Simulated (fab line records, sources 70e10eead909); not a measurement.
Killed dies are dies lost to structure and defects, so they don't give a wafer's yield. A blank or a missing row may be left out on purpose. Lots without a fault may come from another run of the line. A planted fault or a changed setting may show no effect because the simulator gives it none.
A sampling plan put to the test | flow nand_harc | one fab line, 40 faults that these records tell of, each judged on the records of the lots that it struck; 1 more is left out, because the records don't allow judging it
The plan is the line's own looks: the steps of the route at which a gauge or an inspection reads the wafer and doesn't change it. A look can be judged if struck wafers have a number there and the file gives its usual mean and standard deviation on fault-free wafers. Caught: at a look after the fault's first step, the mean of the struck wafers lies 4 or more of those standard deviations (sigma) from the usual mean. On the tool: the same test on the tool's own readings at the fault's steps. Another recipe on the struck wafers, or a record that is blank for them alone, also counts as caught.

THE FAULTS, as the simulator had put them in
1. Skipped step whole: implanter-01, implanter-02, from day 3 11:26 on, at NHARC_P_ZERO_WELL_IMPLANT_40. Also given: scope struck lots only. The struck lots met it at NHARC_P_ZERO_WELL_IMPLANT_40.
2. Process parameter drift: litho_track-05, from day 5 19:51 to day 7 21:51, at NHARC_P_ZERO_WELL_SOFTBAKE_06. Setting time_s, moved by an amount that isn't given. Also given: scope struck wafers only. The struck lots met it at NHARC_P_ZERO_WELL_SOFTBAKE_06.
3. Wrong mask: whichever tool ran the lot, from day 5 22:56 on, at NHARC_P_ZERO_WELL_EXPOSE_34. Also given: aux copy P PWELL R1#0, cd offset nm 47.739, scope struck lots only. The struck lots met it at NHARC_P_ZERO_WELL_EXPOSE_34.
4. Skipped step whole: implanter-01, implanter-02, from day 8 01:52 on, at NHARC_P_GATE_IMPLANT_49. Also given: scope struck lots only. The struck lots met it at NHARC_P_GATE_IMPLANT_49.
5. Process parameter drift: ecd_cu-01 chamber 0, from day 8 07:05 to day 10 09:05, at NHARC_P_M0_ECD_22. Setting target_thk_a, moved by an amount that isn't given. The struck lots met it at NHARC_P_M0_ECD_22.
6. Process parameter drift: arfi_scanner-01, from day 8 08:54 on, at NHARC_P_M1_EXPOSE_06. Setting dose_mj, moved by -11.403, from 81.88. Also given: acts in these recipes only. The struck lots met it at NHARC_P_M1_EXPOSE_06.
7. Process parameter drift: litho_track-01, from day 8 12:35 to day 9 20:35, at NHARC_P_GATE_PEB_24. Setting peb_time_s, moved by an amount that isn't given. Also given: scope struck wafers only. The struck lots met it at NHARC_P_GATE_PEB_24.
8. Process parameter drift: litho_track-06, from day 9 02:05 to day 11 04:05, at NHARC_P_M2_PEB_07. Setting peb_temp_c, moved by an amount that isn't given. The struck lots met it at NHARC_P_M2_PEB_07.
9. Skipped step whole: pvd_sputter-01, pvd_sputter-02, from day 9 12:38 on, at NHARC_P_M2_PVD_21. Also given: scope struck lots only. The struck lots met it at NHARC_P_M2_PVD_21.
10. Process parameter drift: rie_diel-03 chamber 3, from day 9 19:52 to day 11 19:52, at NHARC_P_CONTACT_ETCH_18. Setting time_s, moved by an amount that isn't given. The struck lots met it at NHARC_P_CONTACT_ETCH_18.
11. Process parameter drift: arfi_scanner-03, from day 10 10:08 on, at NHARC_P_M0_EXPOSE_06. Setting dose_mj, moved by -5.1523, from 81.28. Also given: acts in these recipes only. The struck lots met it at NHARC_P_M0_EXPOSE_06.
12. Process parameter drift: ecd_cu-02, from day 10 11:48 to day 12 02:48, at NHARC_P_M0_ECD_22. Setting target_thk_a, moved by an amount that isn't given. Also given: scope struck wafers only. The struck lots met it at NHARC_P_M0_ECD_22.
13. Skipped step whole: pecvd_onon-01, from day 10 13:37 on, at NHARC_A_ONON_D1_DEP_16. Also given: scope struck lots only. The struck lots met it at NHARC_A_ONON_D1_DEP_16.
14. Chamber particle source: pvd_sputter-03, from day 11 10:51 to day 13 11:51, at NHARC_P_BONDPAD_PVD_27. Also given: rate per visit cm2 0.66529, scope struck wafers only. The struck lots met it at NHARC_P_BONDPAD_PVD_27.
15. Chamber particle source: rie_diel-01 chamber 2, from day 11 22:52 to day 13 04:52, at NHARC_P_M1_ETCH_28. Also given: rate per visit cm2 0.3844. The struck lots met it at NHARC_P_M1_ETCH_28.
16. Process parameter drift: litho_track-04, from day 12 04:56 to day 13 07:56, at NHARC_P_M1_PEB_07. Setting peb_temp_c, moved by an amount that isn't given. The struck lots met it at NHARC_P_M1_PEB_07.
17. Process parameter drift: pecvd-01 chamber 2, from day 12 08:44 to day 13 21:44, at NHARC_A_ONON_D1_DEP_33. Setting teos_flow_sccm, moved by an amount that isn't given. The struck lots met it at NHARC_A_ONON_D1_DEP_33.
18. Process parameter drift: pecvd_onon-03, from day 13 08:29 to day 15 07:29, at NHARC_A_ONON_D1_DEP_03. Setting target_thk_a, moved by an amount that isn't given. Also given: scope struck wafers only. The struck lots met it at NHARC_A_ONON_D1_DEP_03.
19. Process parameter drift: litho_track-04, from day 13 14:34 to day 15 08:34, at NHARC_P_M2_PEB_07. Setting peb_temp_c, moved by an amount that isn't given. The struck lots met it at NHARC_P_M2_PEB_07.
20. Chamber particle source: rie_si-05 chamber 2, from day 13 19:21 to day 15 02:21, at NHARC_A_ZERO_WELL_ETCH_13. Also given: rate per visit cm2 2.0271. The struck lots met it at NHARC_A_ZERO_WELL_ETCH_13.
21. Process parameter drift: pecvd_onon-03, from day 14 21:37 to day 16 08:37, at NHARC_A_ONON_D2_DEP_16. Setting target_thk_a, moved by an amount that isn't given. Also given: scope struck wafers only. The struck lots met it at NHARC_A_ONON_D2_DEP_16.
22. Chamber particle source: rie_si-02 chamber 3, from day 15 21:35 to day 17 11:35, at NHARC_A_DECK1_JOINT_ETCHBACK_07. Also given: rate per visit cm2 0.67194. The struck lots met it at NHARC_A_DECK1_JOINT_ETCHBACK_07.
23. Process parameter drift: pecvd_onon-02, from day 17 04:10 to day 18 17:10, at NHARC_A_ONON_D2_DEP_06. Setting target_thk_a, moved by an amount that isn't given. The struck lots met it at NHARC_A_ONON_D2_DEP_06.
24. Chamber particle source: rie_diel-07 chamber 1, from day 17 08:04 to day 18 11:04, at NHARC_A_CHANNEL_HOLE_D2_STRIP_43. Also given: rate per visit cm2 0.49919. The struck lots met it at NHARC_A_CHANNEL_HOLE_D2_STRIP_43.
25. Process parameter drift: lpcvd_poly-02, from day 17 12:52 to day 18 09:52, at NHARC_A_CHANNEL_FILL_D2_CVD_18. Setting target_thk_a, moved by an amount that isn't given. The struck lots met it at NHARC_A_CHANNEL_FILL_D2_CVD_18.
26. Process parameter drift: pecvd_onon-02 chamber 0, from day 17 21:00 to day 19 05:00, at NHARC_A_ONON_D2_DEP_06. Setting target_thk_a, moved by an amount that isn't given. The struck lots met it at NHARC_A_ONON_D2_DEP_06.
27. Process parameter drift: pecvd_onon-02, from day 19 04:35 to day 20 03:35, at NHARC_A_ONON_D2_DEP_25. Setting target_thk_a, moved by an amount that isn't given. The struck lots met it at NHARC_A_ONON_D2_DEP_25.
28. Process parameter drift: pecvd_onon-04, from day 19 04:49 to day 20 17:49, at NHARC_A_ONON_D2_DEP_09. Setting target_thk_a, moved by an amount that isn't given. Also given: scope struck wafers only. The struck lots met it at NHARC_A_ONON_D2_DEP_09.
29. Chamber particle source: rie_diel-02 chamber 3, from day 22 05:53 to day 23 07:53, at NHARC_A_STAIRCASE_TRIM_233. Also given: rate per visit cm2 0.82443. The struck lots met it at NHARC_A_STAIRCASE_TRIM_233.
30. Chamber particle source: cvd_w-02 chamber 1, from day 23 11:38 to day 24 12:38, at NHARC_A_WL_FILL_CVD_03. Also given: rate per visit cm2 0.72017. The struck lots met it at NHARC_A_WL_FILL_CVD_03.
31. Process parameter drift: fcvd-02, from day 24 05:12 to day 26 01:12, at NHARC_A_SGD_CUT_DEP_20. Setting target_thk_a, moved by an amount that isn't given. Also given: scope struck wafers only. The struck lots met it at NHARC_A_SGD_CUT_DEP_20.
32. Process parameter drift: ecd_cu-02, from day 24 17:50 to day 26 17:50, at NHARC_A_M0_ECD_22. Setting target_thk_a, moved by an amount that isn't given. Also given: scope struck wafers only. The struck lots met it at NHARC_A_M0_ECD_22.
33. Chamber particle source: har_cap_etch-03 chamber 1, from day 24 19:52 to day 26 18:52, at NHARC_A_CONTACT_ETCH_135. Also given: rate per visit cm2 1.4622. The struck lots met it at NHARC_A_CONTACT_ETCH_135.
34. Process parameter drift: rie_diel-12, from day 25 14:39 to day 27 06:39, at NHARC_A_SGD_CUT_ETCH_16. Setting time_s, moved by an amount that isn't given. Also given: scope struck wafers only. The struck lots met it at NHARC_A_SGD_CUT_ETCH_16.
35. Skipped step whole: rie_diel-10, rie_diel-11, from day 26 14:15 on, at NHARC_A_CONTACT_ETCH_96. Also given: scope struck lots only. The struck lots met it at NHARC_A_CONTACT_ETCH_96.
36. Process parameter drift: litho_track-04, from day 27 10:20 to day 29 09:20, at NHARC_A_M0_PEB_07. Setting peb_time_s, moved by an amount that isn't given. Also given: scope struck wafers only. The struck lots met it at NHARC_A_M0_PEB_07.
37. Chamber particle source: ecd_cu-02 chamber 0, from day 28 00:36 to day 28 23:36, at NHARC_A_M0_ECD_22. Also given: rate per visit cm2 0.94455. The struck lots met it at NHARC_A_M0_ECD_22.
38. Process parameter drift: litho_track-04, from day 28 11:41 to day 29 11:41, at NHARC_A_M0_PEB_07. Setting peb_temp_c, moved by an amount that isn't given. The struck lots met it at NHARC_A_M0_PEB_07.
39. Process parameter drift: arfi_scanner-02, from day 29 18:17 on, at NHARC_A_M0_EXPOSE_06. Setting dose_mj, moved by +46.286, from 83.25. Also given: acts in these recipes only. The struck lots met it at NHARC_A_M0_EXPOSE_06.
40. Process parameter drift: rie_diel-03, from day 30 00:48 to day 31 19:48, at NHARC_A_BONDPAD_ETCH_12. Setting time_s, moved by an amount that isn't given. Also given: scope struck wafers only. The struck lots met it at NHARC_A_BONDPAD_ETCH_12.

WHAT THE PLAN SAW
fault | on the tool itself                               | first look that catches it                   | reading, sigma                                        | median hours from its first step to that look | hours from the fault's start to the first struck lot there | judged looks passed uncaught
1     | the tool's record is blank for the struck wafers | NHARC_END_SORT_01                            | killed_at_periphery +99 or beyond                     | 541.7                                         | 533                                                        | 0
2     | heater_power_total_W +99 or beyond sigma         | NHARC_P_ZERO_WELL_CD_MEAS_11                 | cd_nm -5.7                                            | 1.2                                           | 5                                                          | 0
3     | no reading that can be judged                    | NHARC_P_ZERO_WELL_CD_MEAS_37                 | cd_nm +22                                             | 0.1                                           | 5                                                          | 0
4     | the tool's record is blank for the struck wafers | NHARC_END_SORT_01                            | killed_at_periphery +99 or beyond                     | 452.1                                         | 457                                                        | 1
5     | no reading that can be judged                    | no look after it can be judged               | -                                                     | -                                             | -                                                          | 0
6     | exposure_dose_mJ_cm2 -99 or beyond sigma         | NHARC_P_M1_CD_MEAS_09                        | cd_nm -10                                             | 0.1                                           | 15                                                         | 0
7     | under 2 sigma                                    | NHARC_P_GATE_CD_MEAS_26                      | cd_nm -11                                             | 0.1                                           | 4                                                          | 0
8     | plate_temp_C -97 sigma                           | NHARC_P_M2_CD_MEAS_09                        | cd_nm -83                                             | 0.1                                           | 36                                                         | 0
9     | the tool's record is blank for the struck wafers | NHARC_END_SORT_01                            | killed_at_periphery +99 or beyond                     | 427.4                                         | 440                                                        | 0
10    | run_length_s -99 or beyond sigma                 | NHARC_END_SORT_01                            | killed_at_periphery +99 or beyond                     | 448.0                                         | 456                                                        | 0
11    | exposure_dose_mJ_cm2 -49 sigma                   | NHARC_P_M0_CD_MEAS_09                        | cd_nm -4.3                                            | 0.1                                           | 4                                                          | 0
12    | no reading that can be judged                    | not the one look that can be judged after it | -                                                     | -                                             | -                                                          | 1
13    | the tool's record is blank for the struck wafers | NHARC_END_SORT_01                            | killed_dies +23                                       | 390.8                                         | 397                                                        | 0
14    | under 2 sigma                                    | NHARC_END_SORT_01                            | killed_at_periphery +27                               | 445.2                                         | 463                                                        | 1
15    | under 2 sigma                                    | NHARC_END_SORT_01                            | killed_at_periphery +18                               | 445.0                                         | 452                                                        | 0
16    | plate_temp_C +13 sigma                           | NHARC_P_M1_CD_MEAS_09                        | cd_nm +8.5                                            | 0.1                                           | 0                                                          | 0
17    | mfc_precursor_sccm +98 sigma                     | NHARC_A_ONON_D1_THK_MEAS_34                  | thk_nm +19                                            | 0.3                                           | 14                                                         | 0
18    | under 2 sigma                                    | NHARC_A_ONON_D1_THK_MEAS_05                  | thk_nm +79                                            | 0.3                                           | 8                                                          | 0
19    | plate_temp_C +35 sigma                           | NHARC_P_M2_CD_MEAS_09                        | cd_nm +18                                             | 0.1                                           | 4                                                          | 0
20    | under 2 sigma                                    | NHARC_A_ZERO_WELL_INSPECT_17                 | raw_defect_count +99 or beyond                        | 1.4                                           | 19                                                         | 0
21    | under 2 sigma                                    | NHARC_A_ONON_D2_THK_MEAS_18                  | thk_nm +36                                            | 0.4                                           | 4                                                          | 0
22    | only faintly: oes_product_au -2.0 sigma          | NHARC_END_SORT_01                            | killed_at_array +4.3                                  | 352.1                                         | 379                                                        | 0
23    | under 2 sigma                                    | NHARC_A_ONON_D2_THK_MEAS_08                  | thk_nm -38                                            | 0.4                                           | 3                                                          | 0
24    | no reading that can be judged                    | NHARC_A_CHANNEL_HOLE_D2_INSPECT_40           | raw_defect_count +4.7                                 | 1.0                                           | 16                                                         | 0
25    | no reading that can be judged                    | NHARC_END_WLT_00                             | VT_DECK2_TOP_INNER +12                                | 231.6                                         | 243                                                        | 0
26    | under 2 sigma                                    | NHARC_A_ONON_D2_THK_MEAS_08                  | thk_nm -28                                            | 0.5                                           | 15                                                         | 0
27    | under 2 sigma                                    | NHARC_A_ONON_D2_THK_MEAS_27                  | thk_nm +13                                            | 0.5                                           | 7                                                          | 0
28    | under 2 sigma                                    | NHARC_A_ONON_D2_THK_MEAS_11                  | thk_nm -4.9                                           | 0.5                                           | 4                                                          | 0
29    | under 2 sigma                                    | NHARC_END_SORT_01                            | killed_at_array +4.4                                  | 203.0                                         | 202                                                        | 1
30    | under 2 sigma                                    | not the one look that can be judged after it | strongest: killed_at_array at NHARC_END_SORT_01, +3.5 | -                                             | -                                                          | 1
31    | no reading that can be judged                    | NHARC_A_SGD_CUT_THK_MEAS_22                  | thk_nm -4.3                                           | 4.8                                           | 30                                                         | 0
32    | no reading that can be judged                    | not the one look that can be judged after it | -                                                     | -                                             | -                                                          | 1
33    | no reading that can be judged                    | not the one look that can be judged after it | strongest: killed_at_array at NHARC_END_SORT_01, +3.5 | -                                             | -                                                          | 1
34    | run_length_s -99 or beyond sigma                 | NHARC_END_SORT_01                            | killed_at_array +23                                   | 127.2                                         | 136                                                        | 0
35    | the tool's record is blank for the struck wafers | NHARC_END_SORT_01                            | killed_at_array +23                                   | 77.7                                          | 76                                                         | 1
36    | under 2 sigma                                    | NHARC_A_M0_CD_MEAS_09                        | cd_nm +5.9                                            | 0.1                                           | 9                                                          | 0
37    | no reading that can be judged                    | NHARC_END_SORT_01                            | defect_limited_yield -14                              | 44.0                                          | 64                                                         | 1
38    | plate_temp_C +34 sigma                           | NHARC_A_M0_CD_MEAS_09                        | cd_nm +19                                             | 0.1                                           | 8                                                          | 0
39    | exposure_dose_mJ_cm2 +60 sigma                   | NHARC_A_M0_CD_MEAS_09                        | cd_nm +34                                             | 0.1                                           | 4                                                          | 0
40    | run_length_s -46 sigma                           | NHARC_END_SORT_01                            | defect_limited_yield -23                              | 36.3                                          | 43                                                         | 0
A dash: the fault isn't caught, or these records don't give the number.

Caught at a look: 35 of 40. Caught on the tool: 17 of 40. By one or the other: 35 of 40.
Caught at a look alone: faults 3, 7, 14, 15, 18, 20, 21, 22, 23, 24, 25, 26, 27, 28, 29, 31, 36, 37.
Caught by neither: faults 5, 12, 30, 32, 33.

THINNER SAMPLING
If the look that catches a fault measured only every second or every third lot, by lot number, the first struck lot would be measured this late in the worst case:
fault | struck lots at that look, in order of time | every lot | every second lot | every third lot
1     | L623, L624                                 | 533 h     | 568 h            | may miss all 2
2     | L864, L866                                 | 5 h       | may miss all 2   | may miss all 2
3     | L949                                       | 5 h       | may miss it      | may miss it
4     | L809, L810, L811                           | 457 h     | 473 h            | 474 h
6     | L892, L895                                 | 15 h      | 50 h             | may miss all 2
7     | L981, L982, L983                           | 4 h       | 18 h             | 26 h
8     | L264, L265                                 | 36 h      | 44 h             | may miss all 2
9     | L559                                       | 440 h     | may miss it      | may miss it
10    | L472, L475                                 | 456 h     | 482 h            | may miss all 2
11    | L565, L569, L571                           | 4 h       | may miss all 3   | may miss all 3
13    | L396, L397                                 | 397 h     | 413 h            | may miss all 2
14    | L579, L577                                 | 463 h     | may miss all 2   | may miss all 2
15    | L593                                       | 452 h     | may miss it      | may miss it
16    | L620, L621                                 | 0 h       | 16 h             | may miss all 2
17    | L659, L660                                 | 14 h      | 29 h             | may miss all 2
18    | L708                                       | 8 h       | may miss it      | may miss it
19    | L648, L651                                 | 4 h       | 33 h             | may miss all 2
20    | L547                                       | 19 h      | may miss it      | may miss it
21    | L112, L116                                 | 4 h       | may miss all 2   | may miss all 2
22    | L937                                       | 379 h     | may miss it      | may miss it
23    | L217, L221                                 | 3 h       | may miss all 2   | may miss all 2
24    | L740, L743                                 | 16 h      | 25 h             | may miss all 2
25    | L496, L497                                 | 243 h     | 244 h            | may miss all 2
26    | L184, L185                                 | 15 h      | 28 h             | may miss all 2
27    | L590, L591                                 | 7 h       | 15 h             | may miss all 2
28    | L300, L302                                 | 4 h       | may miss all 2   | may miss all 2
29    | L835                                       | 202 h     | may miss it      | may miss it
31    | L326, L328                                 | 30 h      | may miss all 2   | may miss all 2
34    | L962                                       | 136 h     | may miss it      | may miss it
35    | L742, L744, L741                           | 76 h      | 106 h            | may miss all 3
36    | L557, L558, L560                           | 9 h       | 17 h             | may miss all 3
37    | L527, L525                                 | 64 h      | may miss all 2   | may miss all 2
38    | L380, L383                                 | 8 h       | 22 h             | may miss all 2
39    | L112, L113                                 | 4 h       | 8 h              | may miss all 2
40    | L902, L903, L904                           | 43 h      | 43 h             | 76 h
Hours are from the fault's start to the first struck lot that is measured. The limit of 4 sigma was tested on all struck wafers together, so one lot alone may lie under it. Other struck lots may not be in these records.

THE LONGEST TIMED WAY FROM STEP TO LOOK
Fault 1: a median of 541.7 hours passes between NHARC_P_ZERO_WELL_IMPLANT_40 and NHARC_END_SORT_01. No look between them can be judged.
